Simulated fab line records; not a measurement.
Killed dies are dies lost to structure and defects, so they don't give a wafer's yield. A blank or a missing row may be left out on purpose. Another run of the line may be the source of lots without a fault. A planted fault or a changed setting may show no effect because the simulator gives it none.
fab line records | flow n5-finfet | part 1 of 2: steps 1 to 4 of 6
record: lots: 23 wafers: 69 last-day: 18
route steps=1938 shown BEOL_M2@854
lots that met no fault: taken from a fault-free run of the same line
start-h: hours from the record's opening day to when the first of the lot's shown wafers began | wait-h: hours from the lot's prior step to this one | " identical to the entry in the row above | L1.1+2: a row that stands for several wafers | - either no value or no given start | * or withheld: withheld | < > ~ a bound
route shown NAME@n: NAME is a module with steps in the file, n the number in the route of the first one | usual: average and standard deviation across the fault-free wafers | same: alike in all rows | chamber/n: place in a boat | sites: per-site readings | _std_site: their standard deviation | _edge_site: mean of outer sites minus mean of inner sites | radius-mm: how far each site lies from the wafer's centre | mask NAME#n: copy n | behind: the tool/chamber that last shaped the wafer | hold: cause of the lot's hold/its duration in hours/its outcome | device: names the non-switching transistor (n, p or np) | end of line: the same wafers' tests at the end of the route | a step with no rows: only its recipe | killed: at the first sort, the dies lost to defects and structure; wafer yield is something else | map: per-die view of a wafer (x killed, . not killed, _ where there is no die)
set.NAME: the run value of the setting; set.NAME@STEP: its run value at that earlier step | model.NAME: the simulator's own value behind a step, which no gauge read
the route's steps for a sample of lots (tables are steps, rows are wafers)
services: when a tool's chamber went out of use (start-h, in hours from the record's first day, below 0 if earlier), for how many hours, and the reason
== steps ==
step: N5_BEOL_M2_CD_MEAS_11
recipe: target-cd-nm: 16.79 landing-energy-ev: 500 detector: se-inlens polarity: opening
usual: cd-nm: 16.84/0.21
columns lot.wafer tool chamber start-h wait-h cd-nm
L074.2 cd-sem-01 0 134.96 - 17.18
L074.3 " 0 " " 17.37
L074.4 " 0 " " 16.86
L075.1 cd-sem-01 0 138.57 - 17.08
L075.2 " 0 " " 16.93
L075.5 " 0 " " 16.97
L076.2 cd-sem-02 0 147.06 - 16.84
L076.4 " 0 " " 16.83
L076.5 " 0 " " 16.30
L077.3 cd-sem-02 0 150.14 - 16.75
L077.5 " 0 " " 17.01
L077.6 " 0 " " 16.78
L079.1 cd-sem-03 0 167.79 - 16.93
L079.3 " 0 " " 16.91
L079.5 " 0 " " 16.94
L080.2 cd-sem-03 0 168.42 - 16.83
L080.5 " 0 " " 16.96
L080.6 " 0 " " 16.88
L081.1 cd-sem-01 0 173.69 - 17.08
L081.2 " 0 " " 16.81
L081.3 " 0 " " 16.98
L084.1 cd-sem-02 0 189.11 - 16.85
L084.3 " 0 " " 17.13
L084.6 " 0 " " 16.98
L082.1 cd-sem-02 0 190.74 - 16.77
L082.3 " 0 " " 16.49
L082.5 " 0 " " 16.74
L083.2 cd-sem-02 0 193.68 - 16.85
L083.5 " 0 " " 16.89
L083.6 " 0 " " 16.80
L085.2 cd-sem-02 0 199.74 - 16.96
L085.5 " 0 " " 16.96
L085.6 " 0 " " 16.94
L086.3 cd-sem-01 0 208.62 - 16.71
L086.4 " 0 " " 16.49
L086.5 " 0 " " 16.66
L087.1 cd-sem-03 0 212.30 - 16.72
L087.4 " 0 " " 16.89
L087.5 " 0 " " 17.02
L088.2 cd-sem-03 0 218.40 - 17.05
L088.3 " 0 " " 16.86
L088.5 " 0 " " 17.10
L089.1 cd-sem-03 0 222.95 - 16.75
L089.2 " 0 " " 17.04
L089.4 " 0 " " 16.98
L090.1 cd-sem-02 0 232.43 - 16.38
L090.2 " 0 " " 16.46
L090.3 " 0 " " 16.60
L091.3 cd-sem-03 0 238.36 - 17.10
L091.4 " 0 " " 16.53
L091.6 " 0 " " 16.75
L092.4 cd-sem-01 0 243.02 - 16.58
L092.5 " 0 " " 16.70
L092.6 " 0 " " 17.00
L093.1 cd-sem-02 0 246.70 - 16.40
L093.4 " 0 " " 16.77
L093.6 " 0 " " 16.67
L094.1 cd-sem-01 0 252.20 - 17.12
L094.2 " 0 " " 16.92
L094.3 " 0 " " 17.16
L095.1 cd-sem-02 0 257.64 - 16.94
L095.2 " 0 " " 16.74
L095.3 " 0 " " 16.47
L096.1 cd-sem-02 0 260.83 - 16.55
L096.3 " 0 " " 16.50
L096.4 " 0 " " 16.64
L097.1 cd-sem-01 0 279.69 - 16.92
L097.3 " 0 " " 16.78
L097.6 " 0 " " 16.76
step: N5_BEOL_M2_HM_OPEN_17
recipe: chemistry: Cl2/BCl3 target-depth-a: 200 overetch-a: 60 target: TiN mask-material: SOC ion-energy-ev: 150 pressure-mtorr: 10 icp-w: 1000 bias-w: 126 Cl2_flow_sccm: 53.25 bcl3-flow-sccm: 21.75 Ar_flow_sccm: 25
usual: drypump-motor-current-A: 5.9/0.46 mfc-cl2-sccm: 53.23/0.16 oes-product-au: 0.64/0.069 throttle-valve-pct: 21.90/0.15
columns lot.wafer tool chamber start-h wait-h drypump-motor-current-A mfc-cl2-sccm oes-product-au rf-hours-counter-h throttle-valve-pct
L074.2 rie-metal-01 1 135.35 0.0 6.6 53.47 0.67 32 21.68
L074.3 " 1 " " 6.6 53.49 0.68 - 21.67
L074.4 " 0 " " 6.0 53.45 0.59 - 21.91
L075.1 rie-metal-03 0 138.95 0.0 5.4 53.09 0.62 57 22.14
L075.2 " 1 " " 5.8 53.25 0.62 63 22.06
L075.5 " 1 " " 5.8 53.28 0.62 - 22.08
L076.2 rie-metal-01 1 147.47 0.0 6.6 53.12 0.67 34 21.66
L076.4 " 0 " " 6.0 53.16 0.58 - 21.93
L076.5 " 1 " " 6.6 53.30 0.66 - 21.66
L077.3 rie-metal-01 0 150.55 0.1 6.0 53.12 0.59 - 21.93
L077.5 " 1 " " 6.5 52.92 0.67 - 21.69
L077.6 " 0 " " 6.0 53.35 0.58 - 21.93
L079.1 rie-metal-01 1 168.17 0.0 6.5 53.42 0.66 36 21.69
L079.3 " 0 " " 6.0 53.30 0.58 - 21.94
L079.5 " 1 " " 6.5 53.15 0.65 - 21.69
L080.2 rie-metal-02 0 168.86 0.0 5.2 53.20 0.81 2 21.81
L080.5 " 1 " " 6.0 52.98 0.63 - 21.96
L080.6 " 0 " " 5.2 53.22 0.80 - 21.81
L081.1 rie-metal-03 0 174.06 0.0 5.4 53.39 0.62 61 22.14
L081.2 " 1 " " 5.8 53.36 0.61 66 22.09
L081.3 " 1 " " 5.7 53.22 0.60 - 22.10
L084.1 rie-metal-01 0 189.65 0.0 6.0 53.07 0.58 87 21.91
L084.3 " 0 " " 6.0 53.24 0.58 - 21.92
L084.6 " 0 " " 6.0 53.09 0.58 - 21.93
L082.1 rie-metal-02 0 191.11 0.0 5.2 53.34 0.78 5 21.83
L082.3 " 0 " " 5.2 53.51 0.78 - 21.85
L082.5 " 0 " " 5.2 53.24 0.79 - 21.84
L083.2 rie-metal-01 1 194.06 0.0 6.6 53.40 0.65 38 21.70
L083.5 " 1 " " 6.6 53.39 0.65 - 21.71
L083.6 " 0 " " 5.9 53.31 0.57 - 21.95
L085.2 rie-metal-02 1 200.14 0.0 6.0 53.37 0.63 61 21.96
L085.5 " 0 " " 5.3 53.59 0.79 - 21.83
L085.6 " 1 " " 6.0 53.44 0.63 - 21.95
L086.3 rie-metal-02 0 209.11 0.1 5.2 53.35 0.77 - 21.86
L086.4 " 0 " " 5.2 53.15 0.77 - 21.83
L086.5 " 0 " " 5.2 53.50 0.77 - 21.84
L087.1 rie-metal-01 0 212.88 0.0 6.0 53.09 0.58 90 21.93
L087.4 " 0 " " 6.0 53.21 0.58 - 21.92
L087.5 " 1 " " 6.5 53.58 0.65 - 21.69
L088.2 rie-metal-03 0 218.81 0.0 5.3 53.09 0.61 64 22.16
L088.3 " 1 " " 5.8 53.17 0.60 - 22.09
L088.5 " 0 " " 5.4 53.39 0.61 - 22.16
L089.1 rie-metal-03 1 223.38 0.0 5.8 52.71 0.61 70 22.09
L089.2 " 0 " " 5.4 53.02 0.62 65 22.15
L089.4 " 0 " " 5.3 53.19 0.61 - 22.17
L090.1 rie-metal-02 0 232.86 0.0 5.2 53.41 0.76 9 21.84
L090.2 " 1 " " 6.0 53.12 0.62 63 22.00
L090.3 " 0 " " 5.2 53.30 0.77 - 21.84
L091.3 rie-metal-01 1 238.94 0.1 6.6 53.18 0.64 - 21.69
L091.4 " 0 " " 6.0 53.15 0.56 - 21.97
L091.6 " 1 " " 6.5 53.38 0.65 - 21.69
L092.4 rie-metal-01 0 244.75 0.1 6.0 53.05 0.57 - 21.95
L092.5 " 0 " " 6.0 53.15 0.57 - 21.93
L092.6 " 1 " " 6.5 53.12 0.65 - 21.69
L093.1 rie-metal-01 1 247.46 0.0 6.5 53.36 0.64 42 21.70
L093.4 " 0 " " 6.0 53.02 0.57 - 21.95
L093.6 " 0 " " 6.0 53.02 0.57 - 21.95
L094.1 rie-metal-03 0 254.96 0.0 5.4 53.22 0.60 67 22.14
L094.2 " 1 " " 5.8 53.02 0.61 72 22.11
L094.3 " 1 " " 5.8 53.09 0.60 - 22.09
L095.1 rie-metal-01 0 258.22 0.0 6.0 53.23 0.57 93 21.96
L095.2 " 1 " " 6.5 53.35 0.64 44 21.71
L095.3 " 1 " " 6.6 53.21 0.64 - 21.70
L096.1 rie-metal-01 0 261.31 0.0 6.0 53.26 0.56 94 21.96
L096.3 " 1 " " 6.6 53.22 0.64 - 21.73
L096.4 " 0 " " 6.0 53.16 0.57 - 21.94
L097.1 rie-metal-02 0 280.06 0.0 5.3 53.21 0.75 14 21.87
L097.3 " 1 " " 6.0 53.32 0.61 - 22.00
L097.6 " 0 " " 5.2 53.33 0.74 - 21.88
step: N5_BEOL_M2_ETCH_69
recipe: chemistry: CF4 target: SiARC target-depth-a: 156 mask-material: CAR-EUV time-s: 26 ion-energy-ev: 80 pressure-mtorr: 40 source-w: 545 bias-w: 36 Ar_flow_sccm: 100 cf4-flow-sccm: 100 ends: cleared
usual: cf4-flow-sccm: 99.96/0.25 drypump-motor-current-A: 5.8/0.44 etch-rf-on-time-s: 25.8/0.36 oes-product-au: 0.67/0.066 rf-vpp-V: 184.2/1.3 showerhead-plenum-p-Torr: 2.16/0.076 throttle-valve-pct: 15.61/0.24
columns lot.wafer tool chamber start-h wait-h cf4-flow-sccm drypump-motor-current-A etch-rf-on-time-s oes-product-au rf-hours-counter-h rf-vpp-V showerhead-plenum-p-Torr throttle-valve-pct
L074.2 rie-diel-02 1 136.28 0.0 100.19 6.5 25.1 0.63 205 184.8 2.20 15.68
L074.3 " 3 " " 99.98 5.8 25.5 0.66 121 182.8 2.07 15.43
L074.4 " 2 " " 99.81 6.1 25.2 0.70 94 183.6 2.25 15.44
L075.1 rie-diel-02 3 139.62 0.0 99.50 5.8 26.1 0.65 122 183.4 2.07 15.44
L075.2 " 2 " " 100.16 6.1 25.6 0.68 94 183.6 2.25 15.43
L075.5 " 2 " " 99.97 6.1 25.4 0.69 - 186.1 2.25 15.44
L076.2 rie-diel-02 0 148.19 0.0 100.27 5.5 26.4 0.58 243 183.3 2.03 15.65
L076.4 " 2 " " 99.86 6.1 25.8 0.68 99 184.9 2.25 15.44
L076.5 " 1 " " 100.10 6.5 25.7 0.61 - 185.6 2.20 15.68
L077.3 rie-diel-06 2 151.19 0.0 100.07 5.4 25.8 0.64 168 185.7 2.22 15.95
L077.5 " 2 " " 99.77 5.4 25.7 0.64 - 182.4 2.22 15.94
L077.6 " 3 " " 100.31 6.4 26.2 0.66 - 184.7 2.15 15.85
L079.1 rie-diel-01 3 168.96 0.0 99.82 6.2 26.0 0.66 124 185.9 2.24 15.61
L079.3 " 1 " " 100.61 5.6 26.2 0.73 49 186.1 2.26 15.37
L079.5 " 2 " " 100.46 5.0 26.0 0.60 - 185.4 2.20 16.01
L080.2 rie-diel-02 3 169.53 0.0 99.87 5.8 26.1 0.64 133 182.5 2.07 15.47
L080.5 " 1 " " 100.47 6.5 25.8 0.60 - 185.4 2.20 15.72
L080.6 " 2 " " 99.89 6.1 25.6 0.68 - 185.1 2.24 15.46
L081.1 rie-diel-06 2 174.74 0.0 99.51 5.4 25.8 0.63 173 184.9 2.22 15.97
L081.2 " 3 " " 100.02 6.4 26.0 0.66 131 183.8 2.15 15.85
L081.3 " 0 " " 99.94 5.7 26.2 0.77 21 185.1 2.10 15.34
L084.1 rie-diel-06 1 190.45 0.0 100.02 5.0 26.3 0.77 19 181.6 2.10 15.37
L084.3 " 3 " " 99.48 6.4 26.1 0.65 135 183.8 2.15 15.87
L084.6 " 1 " " 99.55 5.0 26.4 0.76 - 183.8 2.10 15.37
L082.1 rie-diel-02 1 192.31 0.0 100.15 6.5 25.0 0.61 228 184.2 2.19 15.72
L082.3 " 2 " " 99.92 6.1 25.2 0.67 116 184.1 2.24 15.49
L082.5 " 3 " " 100.01 5.9 25.7 0.64 - 181.7 2.06 15.47
L083.2 rie-diel-02 1 194.73 0.0 100.09 6.5 25.8 0.60 229 186.0 2.19 15.73
L083.5 " 3 " " 99.69 5.9 26.0 0.63 - 183.5 2.06 15.48
L083.6 " 2 " " 99.88 6.1 25.7 0.65 - 184.7 2.24 15.47
L085.2 rie-diel-01 0 201.16 0.0 100.09 5.6 26.3 0.62 190 183.2 2.05 15.90
L085.5 " 1 " " 99.59 5.6 25.7 0.71 - 184.3 2.26 15.41
L085.6 " 0 " " 99.81 5.6 26.4 0.62 - 182.4 2.05 15.86
L086.3 rie-diel-06 0 209.94 0.0 100.19 5.7 25.9 0.77 32 183.5 2.10 15.39
L086.4 " 2 " " 100.32 5.4 25.6 0.63 184 185.2 2.21 16.00
L086.5 " 3 " " 100.00 6.4 26.0 0.65 - 183.4 2.15 15.88
L087.1 rie-diel-02 2 213.88 0.0 99.99 6.1 25.5 0.66 125 184.8 2.24 15.49
L087.4 " 3 " " 100.19 5.8 25.9 0.63 148 182.4 2.06 15.48
L087.5 " 0 " " 99.84 5.5 25.2 0.81 - 184.0 2.27 15.20
L088.2 rie-diel-02 2 219.65 0.0 100.01 6.1 25.4 0.66 128 184.3 2.24 15.51
L088.3 " 3 " " 99.97 5.9 26.0 0.63 150 183.1 2.06 15.49
L088.5 " 2 " " 99.89 6.1 25.5 0.66 - 187.3 2.24 15.52
L089.1 rie-diel-02 0 224.20 0.0 100.25 5.5 25.3 0.80 14 186.5 2.27 15.21
L089.2 " 3 " " 99.66 5.9 25.8 0.63 151 182.4 2.06 15.49
L089.4 " 1 " " 100.14 6.5 25.7 0.60 237 185.9 2.19 15.75
L090.1 rie-diel-06 1 233.63 0.0 99.79 5.0 26.5 0.75 34 183.2 2.10 15.40
L090.2 " 2 " " 100.56 5.4 25.7 0.62 193 185.9 2.21 16.00
L090.3 " 3 " " 99.89 6.4 26.1 0.64 150 184.3 2.14 15.89
L091.3 rie-diel-02 3 239.71 0.0 99.80 5.9 26.0 0.63 157 182.8 2.06 15.50
L091.4 " 1 " " 99.53 6.5 25.5 0.59 242 185.1 2.19 15.75
L091.6 " 1 " " 99.99 6.5 25.7 0.59 - 184.6 2.19 15.74
L092.4 rie-diel-01 3 246.58 0.0 99.83 6.2 25.9 0.64 - 184.9 2.22 15.66
L092.5 " 0 " " 100.15 5.6 26.8 0.60 - 182.3 2.04 15.91
L092.6 " 1 " " 100.10 5.6 26.2 0.69 - 186.7 2.25 15.45
L093.1 rie-diel-01 1 248.36 0.0 100.02 5.6 25.8 0.70 83 185.5 2.25 15.44
L093.4 " 1 " " 99.58 5.6 26.0 0.70 - 185.0 2.25 15.46
L093.6 " 3 " " 99.92 6.2 25.8 0.64 - 184.5 2.22 15.67
L094.1 rie-diel-06 0 256.99 0.0 99.72 5.7 25.5 0.74 51 182.8 2.09 15.40
L094.2 " 2 " " 99.68 5.4 25.8 0.61 203 186.4 2.21 16.02
L094.3 " 1 " " 99.96 5.0 25.9 0.74 44 185.0 2.09 15.43
L095.1 rie-diel-06 3 259.95 0.0 100.00 6.4 25.6 0.64 161 183.0 2.14 15.94
L095.2 " 2 " " 100.12 5.4 25.3 0.62 205 185.3 2.20 16.03
L095.3 " 0 " " 100.22 5.7 25.5 0.74 53 184.1 2.09 15.43
L096.1 rie-diel-01 3 262.45 0.0 100.00 6.2 26.2 0.63 163 185.3 2.22 15.67
L096.3 " 0 " " 100.15 5.6 26.8 0.60 219 183.7 2.04 15.93
L096.4 " 1 " " 99.47 5.6 26.1 0.69 - 185.5 2.25 15.46
L097.1 rie-diel-06 3 280.80 0.0 99.89 6.4 25.6 0.63 169 183.2 2.14 15.94
L097.3 " 2 " " 99.62 5.4 25.3 0.62 213 184.5 2.20 16.03
L097.6 " 2 " " 100.01 5.4 25.7 0.61 - 185.4 2.20 16.04
step: N5_BEOL_M2_ETCHBACK_99
recipe: chemistry: CHF3 target: SiO2 target-depth-a: 50 time-s: 10.4 source-w: 215 bias-w: 47 Ar_flow_sccm: 200 CHF3_flow_sccm: 12 ion-energy-ev: 100 pressure-mtorr: 30
usual: drypump-motor-current-A: 5.8/0.44 oes-product-au: 0.79/0.078 rf-vpp-V: 240.0/2 showerhead-plenum-p-Torr: 2.17/0.08 throttle-valve-pct: 17.09/0.24
columns lot.wafer tool chamber start-h wait-h drypump-motor-current-A oes-product-au rf-hours-counter-h rf-vpp-V showerhead-plenum-p-Torr throttle-valve-pct
L074.2 rie-diel-02 2 136.91 0.1 6.1 0.80 94 242.7 2.27 16.93
L074.3 " 3 " " 5.9 0.77 121 241.6 2.08 16.93
L074.4 " 1 " " 6.5 0.72 206 238.2 2.21 17.12
L075.1 rie-diel-06 1 142.33 2.6 5.0 0.95 6 237.1 2.12 16.85
L075.2 " 3 " " 6.4 0.77 122 240.1 2.16 17.29
L075.5 " 1 " " 5.0 0.94 - 239.6 2.12 16.86
L076.2 rie-diel-01 3 156.66 8.3 6.2 0.78 120 244.4 2.25 17.00
L076.4 " 0 " " 5.6 0.74 169 236.2 2.07 17.31
L076.5 " 3 " " 6.2 0.78 - 243.6 2.24 17.00
L077.3 rie-diel-01 1 159.40 8.1 5.6 0.87 45 243.5 2.28 16.83
L077.5 " 1 " " 5.6 0.86 - 243.4 2.28 16.82
L077.6 " 0 " " 5.6 0.74 - 238.2 2.07 17.31
L079.1 rie-diel-01 1 178.89 9.8 5.6 0.85 53 243.6 2.28 16.86
L079.3 " 2 " " 5.0 0.69 238 236.9 2.21 17.46
L079.5 " 3 " " 6.2 0.77 - 242.0 2.24 17.04
L080.2 rie-diel-06 3 178.97 9.3 6.4 0.76 132 239.5 2.16 17.31
L080.5 " 3 " " 6.4 0.77 - 240.4 2.16 17.30
L080.6 " 2 " " 5.4 0.74 - 238.8 2.23 17.41
L081.1 rie-diel-06 2 184.45 9.6 5.4 0.73 176 239.5 2.23 17.41
L081.2 " 0 " " 5.7 0.90 23 239.9 2.10 16.81
L081.3 " 1 " " 5.0 0.91 18 238.1 2.11 16.88
L084.1 rie-diel-06 0 191.85 0.9 5.7 0.91 26 239.9 2.10 16.82
L084.3 " 1 " " 5.0 0.90 20 238.2 2.11 16.87
L084.6 " 2 " " 5.4 0.73 - 239.5 2.23 17.42
L082.1 rie-diel-01 0 195.93 3.5 5.6 0.72 186 236.9 2.06 17.36
L082.3 " 1 " " 5.6 0.84 61 243.3 2.27 16.86
L082.5 " 3 " " 6.2 0.76 - 242.4 2.24 17.03
L083.2 rie-diel-02 2 198.10 2.7 6.1 0.78 118 239.7 2.26 16.96
L083.5 " 2 " " 6.1 0.77 - 241.0 2.26 16.97
L083.6 " 0 " " 5.5 0.97 - 241.8 2.30 16.71
L085.2 rie-diel-06 0 206.70 5.4 5.8 0.90 30 242.9 2.10 16.83
L085.5 " 3 " " 6.4 0.76 - 238.7 2.15 17.32
L085.6 " 2 " " 5.4 0.74 - 239.7 2.22 17.45
L086.3 rie-diel-01 1 212.26 1.8 5.6 0.83 67 243.8 2.27 16.88
L086.4 " 2 " " 5.0 0.69 243 237.3 2.21 17.47
L086.5 " 1 " " 5.6 0.83 - 243.6 2.27 16.87
L087.1 rie-diel-02 3 218.27 4.3 5.9 0.73 149 241.4 2.07 16.97
L087.4 " 1 " " 6.5 0.69 236 238.4 2.20 17.18
L087.5 " 2 " " 6.1 0.77 - 240.5 2.26 16.99
L088.2 rie-diel-02 0 228.64 8.9 5.5 0.94 15 241.0 2.29 16.72
L088.3 " 3 " " 5.9 0.74 152 240.6 2.07 16.99
L088.5 " 0 " " 5.5 0.94 - 241.7 2.29 16.71
L089.1 rie-diel-02 2 232.94 8.6 6.1 0.76 132 241.4 2.25 16.98
L089.2 " 3 " " 5.9 0.74 154 241.4 2.07 16.98
L089.4 " 0 " " 5.5 0.92 17 240.4 2.29 16.71
L090.1 rie-diel-02 3 234.07 0.3 5.9 0.74 154 239.6 2.07 17.00
L090.2 " 1 " " 6.5 0.69 240 238.9 2.20 17.20
L090.3 " 2 " " 6.1 0.76 132 241.4 2.25 16.98
L091.3 rie-diel-06 1 248.10 7.9 5.0 0.87 40 236.2 2.10 16.89
L091.4 " 0 " " 5.7 0.88 46 240.1 2.10 16.85
L091.6 " 2 " " 5.4 0.72 - 239.6 2.22 17.47
L092.4 rie-diel-06 1 253.29 6.6 5.0 0.87 42 238.6 2.10 16.90
L092.5 " 0 " " 5.7 0.87 - 240.9 2.09 16.86
L092.6 " 1 " " 5.0 0.86 - 236.1 2.10 16.89
L093.1 rie-diel-06 2 258.80 10.3 5.4 0.72 204 238.9 2.22 17.47
L093.4 " 3 " " 6.4 0.75 160 239.2 2.15 17.37
L093.6 " 3 " " 6.4 0.75 - 240.9 2.15 17.35
L094.1 rie-diel-06 3 261.92 4.8 6.4 0.75 161 238.3 2.15 17.35
L094.2 " 0 " " 5.7 0.86 54 239.7 2.09 16.87
L094.3 " 1 " " 5.0 0.85 47 237.0 2.10 16.93
L095.1 rie-diel-01 3 262.94 2.7 6.2 0.73 163 242.8 2.23 17.08
L095.2 " 0 " " 5.7 0.71 219 237.0 2.05 17.40
L095.3 " 1 " " 5.6 0.80 93 242.7 2.26 16.91
L096.1 rie-diel-06 2 276.81 14.2 5.4 0.72 211 239.4 2.21 17.49
L096.3 " 0 " " 5.7 0.86 58 241.2 2.09 16.89
L096.4 " 2 " " 5.4 0.71 - 240.0 2.21 17.48
L097.1 rie-diel-02 0 282.37 0.1 5.5 0.90 30 240.2 2.29 16.74
L097.3 " 3 " " 5.9 0.73 167 242.2 2.07 17.01
L097.6 " 3 " " 5.9 0.73 - 241.1 2.07 17.01
